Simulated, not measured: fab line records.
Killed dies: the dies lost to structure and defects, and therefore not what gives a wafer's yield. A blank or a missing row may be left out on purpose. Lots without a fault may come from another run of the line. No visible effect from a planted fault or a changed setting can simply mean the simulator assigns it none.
Matching of chambers ; flow n5_finfet ; 4 sister chambers for N5_BEOL_M15_ETCH_59 on rie_diel-06
The step etches BARC in N2/H2, target depth 89 nm, overetch 26.7 nm, time 67.9 s. 4 wafers are shown with their chamber, then 12 later ones without.

EACH WAFER AND ITS CHAMBER
wafer;chamber;showerhead_plenum_p_Torr (Torr)
L088.5;1;2.35
L088.6;2;2.69
L091.1;3;2.48
L091.5;0;2.60

WAFERS MISSING THEIR CHAMBER
wafer;showerhead_plenum_p_Torr (Torr)
L090.1;2.35
L090.2;2.48
L090.6;2.60
L092.1;2.47
L092.2;2.35
L092.6;2.35
L093.1;2.69
L093.4;2.69
L093.5;2.47
L095.1;2.60
L095.2;2.47
L095.4;2.60

EACH ONE'S CHAMBER
wafer;from the rows above;in truth
L090.1;1;1
L090.2;3;3
L090.6;0;0
L092.1;3;3
L092.2;1;1
L092.6;1;1
L093.1;2;2
L093.4;2;2
L093.5;3;3
L095.1;0;0
L095.2;3;3
L095.4;0;0
12 of 12 placed correctly. Can't be placed from these rows: 0. Placed wrongly: 0.
How it was worked out, from the rows above alone: a wafer's distance from a chamber is the root of the sum, over the readings, of the square of ((its reading less the chamber's mean) divided by the reading's scatter). If the next closest chamber is less than 2 further off than the closest, the wafer can't be placed; otherwise it belongs to the closest. The mean given for a chamber averages the wafers shown for that chamber. The scatter: root of mean squared gap, hidden wafer to nearest shown wafer, with one shown wafer a chamber.
